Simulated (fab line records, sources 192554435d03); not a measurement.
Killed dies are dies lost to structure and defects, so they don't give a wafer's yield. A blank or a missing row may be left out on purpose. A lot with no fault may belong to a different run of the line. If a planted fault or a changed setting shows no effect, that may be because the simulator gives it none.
Which tool did it? + flow n5Finfet + 10 lots, 29 wafers sampled, at 5 steps of a route of 1938

WHAT THE GAUGES SHOWED, per wafer
N5_BEOL_M4_RC_MEAS_101. Usual: DIBL_N 35.9 mV/V, standard deviation 1.7; DIBL_P 36.0 mV/V, standard deviation 2.2; IOFF_N 0.16 nA/um, standard deviation 0.031; IOFF_P 0.21 nA/um, standard deviation 0.039; ION_N 678 uA/um, standard deviation 13; ION_P 464 uA/um, standard deviation 8.8; SS_N 71.5 mV/dec, standard deviation 0.61; SS_P 73.2 mV/dec, standard deviation 0.68; VT_N 249 mV, standard deviation 3.3; VT_P -250 mV, standard deviation 3.8.
| lot  | measured     | on        | DIBL_N (mV/V)  | DIBL_P (mV/V)  | IOFF_N (nA/um) | IOFF_P (nA/um) | ION_N (uA/um) | ION_P (uA/um) | SS_N (mV/dec)  | SS_P (mV/dec)  | VT_N (mV)   | VT_P (mV)      | flag |
|------|--------------|-----------|----------------|----------------|----------------|----------------|---------------|---------------|----------------|----------------|-------------|----------------|------|
| L117 | day 8 01:19  | prober-01 | 35.5 33.6      | 35.9 32.9      | 0.16 0.12      | 0.24 0.20      | 683 668       | 470 464       | 71.8 71.4      | 73.5 73.0      | 248 254     | -246 -248      |      |
| L122 | day 9 03:22  | prober-02 | 35.2 35.0 36.0 | 35.9 35.4 36.1 | 0.15 0.14 0.15 | 0.19 0.18 0.19 | 670 681 679   | 463 463 463   | 70.7 71.9 71.8 | 72.6 72.4 73.2 | 247 248 250 | -254 -254 -250 |      |
| L123 | day 9 08:16  | prober-02 | 35.9 36.2 34.6 | 34.8 35.7 33.4 | 0.14 0.15 0.13 | 0.15 0.16 0.14 | 653 671 675   | 442 450 454   | 72.2 72.3 71.5 | 73.3 73.6 72.5 | 250 251 252 | -258 -258 -259 |      |
| L125 | day 10 01:32 | prober-01 | 38.3 39.5 38.3 | 38.9 39.3 38.3 | 0.19 0.22 0.18 | 0.23 0.24 0.22 | 684 681 672   | 459 459 453   | 71.8 72.5 71.8 | 74.7 74.4 73.9 | 250 247 249 | -252 -253 -253 |      |
| L126 | day 10 03:59 | prober-01 | 36.7 35.5 35.9 | 38.4 36.3 38.2 | 0.18 0.17 0.17 | 0.24 0.21 0.24 | 668 678 661   | 456 463 458   | 71.8 71.5 72.1 | 73.2 73.5 74.4 | 248 251 248 | -246 -247 -247 |      |
| L129 | day 10 19:24 | prober-02 | 36.7 39.1 36.3 | 37.8 40.6 37.5 | 0.17 0.20 0.16 | 0.21 0.27 0.22 | 673 675 666   | 458 466 463   | 71.7 71.5 71.2 | 73.6 74.3 73.8 | 248 245 247 | -250 -247 -252 |      |
| L133 | day 11 18:02 | prober-02 | 33.4 37.4 36.6 | 31.9 36.7 35.8 | 0.11 0.17 0.16 | 0.15 0.22 0.20 | 670 683 681   | 459 471 467   | 70.5 72.4 71.8 | 72.1 73.4 72.9 | 253 249 250 | -255 -250 -251 |      |

TOOL THAT RAN EACH LOT (tool first, then ch and the chambers of the sampled wafers, then the start)
| lot  | N5_DUMMY_GATE_ETCH_44          | N5_SPACER0_ALD_08               | N5_SD_EPI_N_ETCHBACK_44          | N5_SD_EPI_N_STRIP_38               |
|------|--------------------------------|---------------------------------|----------------------------------|------------------------------------|
| L117 | rieSi-03 ch 1,2, day 3 06:35   | aldSin-02 ch 0,1, day 3 07:39   | rieDiel-05 ch 1, day 3 08:43     | plasmaAsher-01 ch 0,1, day 3 09:04 |
| L122 | rieSi-06 ch 0,1,2, day 4 06:20 | aldSin-03 ch 0,3, day 4 08:26   | rieDiel-02 ch 2,3, day 4 09:30   | plasmaAsher-01 ch 0,1, day 4 09:52 |
| L123 | rieSi-06 ch 2,3, day 4 11:58   | aldSin-03 ch 0,1,3, day 4 12:48 | rieDiel-02 ch 0,2, day 4 14:01   | plasmaAsher-01 ch 0,1, day 4 14:24 |
| L125 | rieSi-01 ch 2,3, day 4 23:01   | aldSin-04 ch 2,3, day 5 00:10   | rieDiel-05 ch 0,1,3, day 5 01:21 | plasmaAsher-01 ch 0,1, day 5 01:44 |
| L126 | rieSi-06 ch 0,1,2, day 5 04:27 | aldSin-02 ch 1,2,3, day 5 05:47 | rieDiel-06 ch 1,3, day 5 06:43   | plasmaAsher-02 ch 0,1, day 5 07:05 |
| L129 | rieSi-06 ch 1,2,3, day 6 01:13 | aldSin-04 ch 1,2,3, day 6 02:14 | rieDiel-06 ch 0,1, day 6 03:17   | plasmaAsher-01 ch 0,1, day 6 03:39 |
| L133 | rieSi-06 ch 0,1,2, day 6 22:14 | aldSin-04 ch 1,3, day 6 23:20   | rieDiel-05 ch 0,1,2, day 7 00:28 | plasmaAsher-01 ch 0,1, day 7 00:50 |
| L136 | rieSi-06 ch 1,2,3, day 7 20:05 | aldSin-03 ch 1,2, day 7 20:55   | rieDiel-02 ch 0,1, day 7 21:59   | plasmaAsher-02 ch 0,1, day 7 22:22 |
| L137 | rieSi-03 ch 0,1,2, day 7 23:00 | aldSin-02 ch 0,1,3, day 8 00:16 | rieDiel-06 ch 0,2, day 8 01:29   | plasmaAsher-02 ch 0,1, day 8 01:51 |
| L138 | rieSi-03 ch 0,2,3, day 8 04:32 | aldSin-02 ch 0,1,2, day 8 05:45 | rieDiel-06 ch 0,2, day 8 07:01   | plasmaAsher-01 ch 0,1, day 8 07:24 |
- N5_DUMMY_GATE_ETCH_44: etches poly-Si in HBr/O2, stops on SiO2, target depth 127.5 nm.
- N5_SPACER0_ALD_08: deposits SiNx, target thk 2 nm.
- N5_SD_EPI_N_ETCHBACK_44: etches SiNx in CH3F/O2, stops on SiO2, target depth 14.5 nm.
- N5_SD_EPI_N_STRIP_38: strips in N2/H2.

AS READ BY THE TOOLS THEMSELVES (means over the sampled wafers that have a number; for cases with no such wafer, the mark the record gives instead)
N5_DUMMY_GATE_ETCH_44. Usual: HBr_flow_sccm 120.0 sccm, standard deviation 0.35; chamberPressureMTorr 19.999 mTorr, standard deviation 0.018; drypumpMotorCurrentA 5.7 A, standard deviation 0.57; oesProductAu 0.728 a.u., standard deviation 0.0095; throttleValvePct 18.46 %, standard deviation 0.17.
| lot  | tool     | HBr_flow_sccm (sccm) | chamberPressureMTorr (mTorr) | drypumpMotorCurrentA (A) | oesProductAu (a.u.) | throttleValvePct (%) | flag |
|------|----------|----------------------|------------------------------|--------------------------|---------------------|----------------------|------|
| L117 | rieSi-03 | 120.2                | 20.007                       | 5.3                      | 0.728               | 18.71                |      |
| L122 | rieSi-06 | 120.1                | 19.996                       | 5.0                      | 0.730               | 18.46                |      |
| L123 | rieSi-06 | 119.9                | 19.979                       | 5.9                      | 0.715               | 18.41                |      |
| L125 | rieSi-01 | 119.9                | 20.014                       | 6.2                      | 0.717               | 18.20                |      |
| L126 | rieSi-06 | 119.8                | 19.996                       | 5.0                      | 0.734               | 18.47                |      |
| L129 | rieSi-06 | 119.9                | 20.006                       | 5.4                      | 0.729               | 18.43                |      |
| L133 | rieSi-06 | 119.9                | 19.985                       | 5.1                      | 0.733               | 18.46                |      |
| L136 | rieSi-06 | 120.2                | 19.997                       | 5.5                      | 0.730               | 18.43                |      |
| L137 | rieSi-03 | 120.1                | 19.995                       | 5.7                      | 0.727               | 18.68                |      |
| L138 | rieSi-03 | 119.8                | 20.011                       | 5.9                      | 0.734               | 18.62                |      |

N5_SPACER0_ALD_08. Usual: heaterPowerOuterW 531 W, standard deviation 65; heaterPowerW 873 W, standard deviation 96.
| lot  | tool      | heaterPowerOuterW (W) | heaterPowerW (W) | flag |
|------|-----------|-----------------------|------------------|------|
| L117 | aldSin-02 | 592                   | 967              |      |
| L122 | aldSin-03 | 593                   | 968              |      |
| L123 | aldSin-03 | 536                   | 865              |      |
| L125 | aldSin-04 | 528                   | 878              |      |
| L126 | aldSin-02 | 523                   | 890              |      |
| L129 | aldSin-04 | 553                   | 883              |      |
| L133 | aldSin-04 | 582                   | 904              |      |
| L136 | aldSin-03 | 499                   | 804              |      |
| L137 | aldSin-02 | 518                   | 874              |      |
| L138 | aldSin-02 | 552                   | 940              |      |

N5_SD_EPI_N_ETCHBACK_44. Usual: CH3F_flow_sccm 29.98 sccm, standard deviation 0.097; O2_flow_sccm 20.01 sccm, standard deviation 0.059; chamberPressureMTorr 30.005 mTorr, standard deviation 0.026; drypumpMotorCurrentA 5.8 A, standard deviation 0.57; oes_ar_750_au 0.81 a.u., standard deviation 0.089; oesProductAu 0.69 a.u., standard deviation 0.076; rfVppV 295 V, standard deviation 5.1; showerheadPlenumPTorr 1.97 Torr, standard deviation 0.047; throttleValvePct 16.29 %, standard deviation 0.27.
| lot  | tool       | CH3F_flow_sccm (sccm) | O2_flow_sccm (sccm) | chamberPressureMTorr (mTorr) | drypumpMotorCurrentA (A) | oes_ar_750_au (a.u.) | oesProductAu (a.u.) | rfVppV (V) | showerheadPlenumPTorr (Torr) | throttleValvePct (%) | flag |
|------|------------|-----------------------|---------------------|------------------------------|--------------------------|----------------------|---------------------|------------|------------------------------|----------------------|------|
| L117 | rieDiel-05 | 30.09                 | 20.00               | 29.997                       | 6.4                      | 0.98                 | 0.83                | 300        | 1.97                         | 16.12                |      |
| L122 | rieDiel-02 | 30.06                 | 20.04               | 30.011                       | 6.1                      | 0.80                 | 0.68                | 292        | 1.97                         | 16.41                |      |
| L123 | rieDiel-02 | 30.00                 | 20.00               | 30.004                       | 5.8                      | 0.87                 | 0.73                | 291        | 1.96                         | 16.25                |      |
| L125 | rieDiel-05 | 30.08                 | 20.00               | 30.012                       | 5.7                      | 0.87                 | 0.75                | 295        | 1.96                         | 16.06                |      |
| L126 | rieDiel-06 | 30.00                 | 20.07               | 30.030                       | 6.3                      | 0.74                 | 0.63                | 293        | 2.02                         | 16.44                |      |
| L129 | rieDiel-06 | 30.00                 | 20.02               | 30.011                       | 5.6                      | 0.71                 | 0.60                | 291        | 1.89                         | 16.48                |      |
| L133 | rieDiel-05 | 30.01                 | 19.99               | 30.004                       | 6.3                      | 0.79                 | 0.68                | 298        | 1.95                         | 16.25                |      |
| L136 | rieDiel-02 | -                     | -                   | -                            | -                        | -                    | -                   | -          | -                            | -                    | OFF  |
| L137 | rieDiel-06 | -                     | -                   | -                            | -                        | -                    | -                   | -          | -                            | -                    | OFF  |
| L138 | rieDiel-06 | -                     | -                   | -                            | -                        | -                    | -                   | -          | -                            | -                    | OFF  |

N5_SD_EPI_N_STRIP_38. Usual: drypumpMotorCurrentA 5.6 A, standard deviation 0.34; heaterPowerW 345 W, standard deviation 25; oesProductAu 0.760 a.u., standard deviation 0.01.
| lot  | tool           | drypumpMotorCurrentA (A) | heaterPowerW (W) | oesProductAu (a.u.) | flag |
|------|----------------|--------------------------|------------------|---------------------|------|
| L117 | plasmaAsher-01 | 5.8                      | 364              | 0.752               |      |
| L122 | plasmaAsher-01 | 5.7                      | 367              | 0.769               |      |
| L123 | plasmaAsher-01 | 5.7                      | 364              | 0.764               |      |
| L125 | plasmaAsher-01 | 5.7                      | 361              | 0.753               |      |
| L126 | plasmaAsher-02 | 5.2                      | 319              | 0.765               |      |
| L129 | plasmaAsher-01 | 5.7                      | 360              | 0.765               |      |
| L133 | plasmaAsher-01 | 5.7                      | 360              | 0.764               |      |
| L136 | plasmaAsher-02 | 5.2                      | 314              | 0.759               |      |
| L137 | plasmaAsher-02 | 5.3                      | 321              | 0.760               |      |
| L138 | plasmaAsher-01 | 5.7                      | 363              | 0.763               |      |

THE ANSWER, worked out from the rows above alone
Rule: lot off if the mean of its wafers having a number is beyond 3 standard deviations from the usual mean. Also off: a lot with no number at a reading for which 4 or more lots have one. The other lots that the step has rows for count as sound. First the gauges in route order, then the tools' own readings, where a lot's mean is used as printed above. The first step at which some lot is off is used, and at that step the reading that is off furthest; a lot without a number counts as furthest.
Off: L136, L137, L138, at N5_SD_EPI_N_ETCHBACK_44 (CH3F_flow_sccm). Without a number there: L136, L137, L138.
If a tool, at that step or one of the process steps before it, ran each lot that is off and ran no sound lot following the first of them, it fits. None of those tried fits.

WHAT THE SIMULATOR PUT IN
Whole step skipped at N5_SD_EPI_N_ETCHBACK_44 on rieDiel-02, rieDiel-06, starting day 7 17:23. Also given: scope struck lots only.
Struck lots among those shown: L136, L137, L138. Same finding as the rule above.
